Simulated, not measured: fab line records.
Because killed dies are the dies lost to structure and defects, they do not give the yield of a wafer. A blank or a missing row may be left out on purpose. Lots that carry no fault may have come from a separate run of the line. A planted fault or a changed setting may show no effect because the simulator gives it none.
Lot-split experiment + flow n5 finfet + 21 wafers read across 7 lots, on a route 1938 steps long

## THE SPLIT ITSELF
At N5_MOL_CONTACT_COAG_ALD_27 (deposits SiOC, target thk 17 nm, pulse time 1.5 s, time 2720 s), the setting ald cycles was moved away from the recipe's 340 on 5 of the 21 wafers read, by +11.8% to +15.3%. The other wafers ran this setting at the recipe's value.

The split's own step is where the reading is taken.

## THE READING
SiOC_of_MOL_CONTACT_COAG_ALD_27.thk nm (the simulator's own value, which no gauge read), in nm, at N5_MOL_CONTACT_COAG_ALD_27 (deposits SiOC, target thk 17 nm, pulse time 1.5 s, time 2720 s). No usual value for it is given in the file. The 16 wafers here that ran the recipe average 17.0 nm, standard deviation 0.048 nm.

| wafer  | tool, chamber at the split | ald cycles as run | against the recipe | SiOC_of_MOL_CONTACT_COAG_ALD_27.thk nm, nm | against lot-mates on the recipe |
|--------|----------------------------|-------------------|--------------------|--------------------------------------------|---------------------------------|
| L074.1 | ald sin-03, 0,3            | 340               | recipe             | 17                                         | -                               |
| L074.2 | ald sin-03, 0,3            | 340               | recipe             | 17                                         | -                               |
| L074.5 | ald sin-03, 1              | 340               | recipe             | 17.2                                       | -                               |
| L075.1 | ald sin-02, 0,3,1          | 340               | recipe             | 17                                         | -                               |
| L075.2 | ald sin-02, 0,3,1          | 340               | recipe             | 17                                         | -                               |
| L075.3 | ald sin-02, 0,3,1          | 340               | recipe             | 17                                         | -                               |
| L077.1 | ald sin-03, 1              | 392               | +15.3%             | 19.6                                       | +2.6                            |
| L077.3 | ald sin-03, 2,0            | 340               | recipe             | 17                                         | -                               |
| L077.5 | ald sin-03, 2,0            | 340               | recipe             | 17                                         | -                               |
| L080.1 | ald sin-02, 3,1,2          | 340               | recipe             | 17                                         | -                               |
| L080.2 | ald sin-02, 3,1,2          | 340               | recipe             | 17                                         | -                               |
| L080.6 | ald sin-02, 3,1,2          | 340               | recipe             | 17                                         | -                               |
| L088.1 | ald sin-03, 0,1,2          | 340               | recipe             | 17                                         | -                               |
| L088.2 | ald sin-03, 0,1,2          | 340               | recipe             | 17                                         | -                               |
| L088.4 | ald sin-03, 0,1,2          | 340               | recipe             | 17                                         | -                               |
| L092.1 | ald sin-02, 3,2            | 380               | +11.8%             | 18.8                                       | +1.8                            |
| L092.3 | ald sin-02, 3,2            | 380               | +11.8%             | 18.8                                       | +1.8                            |
| L092.2 | ald sin-02, 0              | 340               | recipe             | 17                                         | -                               |
| L093.1 | ald sin-03, 2              | 340               | recipe             | 17                                         | -                               |
| L093.2 | ald sin-03, 3              | 384               | +12.9%             | 19.2                                       | +2.2                            |
| L093.5 | ald sin-03, 3              | 384               | +12.9%             | 19.2                                       | +2.2                            |
The file does not say which wafer passed through which chamber wherever a row lists several chambers: such a row stands for several wafers.

FIT RESULTS
A straight line over all 21 wafers: SiOC_of_MOL_CONTACT_COAG_ALD_27.thk nm changes by +0.164 nm for each +1% of ald cycles; r = +1.00; the points scatter about the line by 0.07 nm.
The same after taking each lot's own level away (the mean of its wafers on the recipe; 21 wafers): +0.165 nm for each +1%; r = +1.00; scatter 0.065 nm.
Per that fit: largest ald cycles move, reading shift of 2.5 nm.
Across the lots, their own levels run from 17.00 to 17.07 nm, a range of 1.4 times the standard deviation given above.
Hence the lot-to-lot level has little effect on the slope; both slopes agree.
Check: for one of the wafers moved furthest among these (+15.3%), held out of the fit, the line's prediction against its lot-mates is +2.48 nm. Against them it came out at +2.6 nm.

## OTHER SPLITS ON THESE WAFERS
Before the reading, these wafers also passed through other splits. Each is held against what the fit with the lots' levels taken away leaves over:
| other split on the same wafers | wafers away from the commonest value | r with SiOC_of_MOL_CONTACT_COAG_ALD_27.thk nm (lot level and that fit taken away) |
|--------------------------------|--------------------------------------|-----------------------------------------------------------------------------------|
| N5_HKMG_FIN_CVD_62 temp c      | 12                                   | +0.69                                                                             |
| N5_GATE_CUT_CUT_ETCH_54 bias w | 8                                    | -0.07                                                                             |

## FILE'S OWN FIT
SiOC_of_MOL_CONTACT_COAG_ALD_27.thk nm changes by +0.166 nm for each +1% of ald cycles, r = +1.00.
